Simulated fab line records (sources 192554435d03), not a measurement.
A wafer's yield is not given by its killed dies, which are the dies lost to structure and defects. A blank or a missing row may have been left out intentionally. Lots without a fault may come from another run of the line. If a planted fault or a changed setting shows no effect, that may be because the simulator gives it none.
Split-lot experiment || flow n5_finfet || on a route of 1938 steps: 7 lots, 39 wafers read

## ON THE SPLIT
At N5_DUMMY_GATE_EXPOSE_12 (exposes mask GATE, target cd 25 nm), the setting dose_mj was moved away from the recipe's 34 on 15 of the 39 wafers read, by -3.0% to +7.2%. For the rest of the wafers, this setting stayed at what the recipe calls for.

## FROM THE SPLIT TO THE READING: what the file shows between them, 2 steps
- N5_DUMMY_GATE_PEB_13: peb time 60 s
- N5_DUMMY_GATE_DEVELOP_14: develop time 30 s

## THE READING
cd_nm (nm) at N5_DUMMY_GATE_CD_MEAS_15, where the cd target is 25.8 nm. Typical for fault-free wafers on this fab line: 24.96 nm, with standard deviation 0.22 nm.

{"wafer": "L077.1", "tool, chamber at the split": "euv_scanner-01, 0", "dose_mj as run": 34, "against the recipe": "recipe", "cd_nm, nm": 24.88, "against lot-mates on the recipe": "-"}
{"wafer": "L077.2", "tool, chamber at the split": "euv_scanner-01, 0", "dose_mj as run": 35.26, "against the recipe": "+3.7%", "cd_nm, nm": 24.37, "against lot-mates on the recipe": -0.64}
{"wafer": "L077.3", "tool, chamber at the split": "euv_scanner-01, 0", "dose_mj as run": 34, "against the recipe": "recipe", "cd_nm, nm": 24.87, "against lot-mates on the recipe": "-"}
{"wafer": "L077.4", "tool, chamber at the split": "euv_scanner-01, 0", "dose_mj as run": 35.26, "against the recipe": "+3.7%", "cd_nm, nm": 24.52, "against lot-mates on the recipe": -0.49}
{"wafer": "L077.5", "tool, chamber at the split": "euv_scanner-01, 0", "dose_mj as run": 35.26, "against the recipe": "+3.7%", "cd_nm, nm": 24.73, "against lot-mates on the recipe": -0.28}
{"wafer": "L077.6", "tool, chamber at the split": "euv_scanner-01, 0", "dose_mj as run": 34, "against the recipe": "recipe", "cd_nm, nm": 25.29, "against lot-mates on the recipe": "-"}
{"wafer": "L082.1", "tool, chamber at the split": "euv_scanner-02, 0", "dose_mj as run": 34, "against the recipe": "recipe", "cd_nm, nm": 24.93, "against lot-mates on the recipe": "-"}
{"wafer": "L082.2", "tool, chamber at the split": "euv_scanner-02, 0", "dose_mj as run": 34, "against the recipe": "recipe", "cd_nm, nm": 24.66, "against lot-mates on the recipe": "-"}
{"wafer": "L082.3", "tool, chamber at the split": "euv_scanner-02, 0", "dose_mj as run": 32.98, "against the recipe": "-3.0%", "cd_nm, nm": 25.30, "against lot-mates on the recipe": "+0.50"}
{"wafer": "L082.4", "tool, chamber at the split": "euv_scanner-02, 0", "dose_mj as run": 32.98, "against the recipe": "-3.0%", "cd_nm, nm": 25.34, "against lot-mates on the recipe": "+0.54"}
{"wafer": "L082.5", "tool, chamber at the split": "euv_scanner-02, 0", "dose_mj as run": 34, "against the recipe": "recipe", "cd_nm, nm": 24.82, "against lot-mates on the recipe": "-"}
{"wafer": "L082.6", "tool, chamber at the split": "euv_scanner-02, 0", "dose_mj as run": 32.98, "against the recipe": "-3.0%", "cd_nm, nm": 25.35, "against lot-mates on the recipe": "+0.55"}
{"wafer": "L088.1", "tool, chamber at the split": "euv_scanner-02, 0", "dose_mj as run": 34, "against the recipe": "recipe", "cd_nm, nm": 24.75, "against lot-mates on the recipe": "-"}
{"wafer": "L088.4", "tool, chamber at the split": "euv_scanner-02, 0", "dose_mj as run": 34, "against the recipe": "recipe", "cd_nm, nm": 25.03, "against lot-mates on the recipe": "-"}
{"wafer": "L088.5", "tool, chamber at the split": "euv_scanner-02, 0", "dose_mj as run": 34, "against the recipe": "recipe", "cd_nm, nm": 24.53, "against lot-mates on the recipe": "-"}
{"wafer": "L089.1", "tool, chamber at the split": "euv_scanner-01, 0", "dose_mj as run": 36.22, "against the recipe": "+6.5%", "cd_nm, nm": 23.39, "against lot-mates on the recipe": -1.63}
{"wafer": "L089.2", "tool, chamber at the split": "euv_scanner-01, 0", "dose_mj as run": 34, "against the recipe": "recipe", "cd_nm, nm": 25.28, "against lot-mates on the recipe": "-"}
{"wafer": "L089.3", "tool, chamber at the split": "euv_scanner-01, 0", "dose_mj as run": 36.22, "against the recipe": "+6.5%", "cd_nm, nm": 23.74, "against lot-mates on the recipe": -1.28}
{"wafer": "L089.4", "tool, chamber at the split": "euv_scanner-01, 0", "dose_mj as run": 34, "against the recipe": "recipe", "cd_nm, nm": 24.75, "against lot-mates on the recipe": "-"}
{"wafer": "L089.5", "tool, chamber at the split": "euv_scanner-01, 0", "dose_mj as run": 36.22, "against the recipe": "+6.5%", "cd_nm, nm": 23.63, "against lot-mates on the recipe": -1.39}
{"wafer": "L089.6", "tool, chamber at the split": "euv_scanner-01, 0", "dose_mj as run": 34, "against the recipe": "recipe", "cd_nm, nm": 25.02, "against lot-mates on the recipe": "-"}
{"wafer": "L095.1", "tool, chamber at the split": "euv_scanner-01, 0", "dose_mj as run": 34.97, "against the recipe": "+2.9%", "cd_nm, nm": 24.54, "against lot-mates on the recipe": -0.54}
{"wafer": "L095.2", "tool, chamber at the split": "euv_scanner-01, 0", "dose_mj as run": 34.97, "against the recipe": "+2.9%", "cd_nm, nm": 24.51, "against lot-mates on the recipe": -0.57}
{"wafer": "L095.3", "tool, chamber at the split": "euv_scanner-01, 0", "dose_mj as run": 34, "against the recipe": "recipe", "cd_nm, nm": 25.13, "against lot-mates on the recipe": "-"}
{"wafer": "L095.4", "tool, chamber at the split": "euv_scanner-01, 0", "dose_mj as run": 34.97, "against the recipe": "+2.9%", "cd_nm, nm": 24.29, "against lot-mates on the recipe": -0.79}
{"wafer": "L095.5", "tool, chamber at the split": "euv_scanner-01, 0", "dose_mj as run": 34, "against the recipe": "recipe", "cd_nm, nm": 24.70, "against lot-mates on the recipe": "-"}
{"wafer": "L095.6", "tool, chamber at the split": "euv_scanner-01, 0", "dose_mj as run": 34, "against the recipe": "recipe", "cd_nm, nm": 25.41, "against lot-mates on the recipe": "-"}
{"wafer": "L096.1", "tool, chamber at the split": "euv_scanner-01, 0", "dose_mj as run": 36.45, "against the recipe": "+7.2%", "cd_nm, nm": 23.64, "against lot-mates on the recipe": -1.45}
{"wafer": "L096.2", "tool, chamber at the split": "euv_scanner-01, 0", "dose_mj as run": 36.45, "against the recipe": "+7.2%", "cd_nm, nm": 23.72, "against lot-mates on the recipe": -1.37}
{"wafer": "L096.3", "tool, chamber at the split": "euv_scanner-01, 0", "dose_mj as run": 34, "against the recipe": "recipe", "cd_nm, nm": 25.01, "against lot-mates on the recipe": "-"}
{"wafer": "L096.4", "tool, chamber at the split": "euv_scanner-01, 0", "dose_mj as run": 36.45, "against the recipe": "+7.2%", "cd_nm, nm": 23.60, "against lot-mates on the recipe": -1.49}
{"wafer": "L096.5", "tool, chamber at the split": "euv_scanner-01, 0", "dose_mj as run": 34, "against the recipe": "recipe", "cd_nm, nm": 25.45, "against lot-mates on the recipe": "-"}
{"wafer": "L096.6", "tool, chamber at the split": "euv_scanner-01, 0", "dose_mj as run": 34, "against the recipe": "recipe", "cd_nm, nm": 24.82, "against lot-mates on the recipe": "-"}
{"wafer": "L097.1", "tool, chamber at the split": "euv_scanner-01, 0", "dose_mj as run": 34, "against the recipe": "recipe", "cd_nm, nm": 24.62, "against lot-mates on the recipe": "-"}
{"wafer": "L097.2", "tool, chamber at the split": "euv_scanner-01, 0", "dose_mj as run": 34, "against the recipe": "recipe", "cd_nm, nm": 24.78, "against lot-mates on the recipe": "-"}
{"wafer": "L097.3", "tool, chamber at the split": "euv_scanner-01, 0", "dose_mj as run": 34, "against the recipe": "recipe", "cd_nm, nm": 24.85, "against lot-mates on the recipe": "-"}
{"wafer": "L097.4", "tool, chamber at the split": "euv_scanner-01, 0", "dose_mj as run": 34, "against the recipe": "recipe", "cd_nm, nm": 24.94, "against lot-mates on the recipe": "-"}
{"wafer": "L097.5", "tool, chamber at the split": "euv_scanner-01, 0", "dose_mj as run": 34, "against the recipe": "recipe", "cd_nm, nm": 24.83, "against lot-mates on the recipe": "-"}
{"wafer": "L097.6", "tool, chamber at the split": "euv_scanner-01, 0", "dose_mj as run": 34, "against the recipe": "recipe", "cd_nm, nm": 24.59, "against lot-mates on the recipe": "-"}

FIT RESULTS
A straight line over all 39 wafers: cd_nm changes by -0.173 nm for each +1% of dose_mj; r = -0.91; the points scatter about the line by 0.23 nm.
The same after taking each lot's own level away (the mean of its wafers on the recipe; 39 wafers): -0.198 nm for each +1%; r = -0.95; scatter 0.2 nm.
The reading moves by 1.4 nm for the largest change in dose_mj, on that fit.
Across the lots, their own levels run from 24.768 to 25.093 nm, a range of 1.5 times the standard deviation given above.
In other words, the slope is changed by the lot-to-lot level; the two fits disagree.
Check: with one of the wafers moved furthest among these (+7.2%) left out of the fit, the line predicts -1.42 nm for it against its lot-mates. It came out at -1.45 nm against them.

## THE OTHER SPLITS THESE WAFERS WENT THROUGH
Other splits were also applied to these wafers ahead of the reading. Each is held against what the fit with the lots' levels taken away leaves over:
{"other split on the same wafers": "N5_FIN_SAQP_ETCH_52 source_w", "wafers away from the commonest value": 12, "r with cd_nm (lot level and that fit taken away)": "+0.19"}

## FILE'S OWN FIT
cd_nm changes by -0.198 nm for each +1% of dose_mj, r = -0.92.
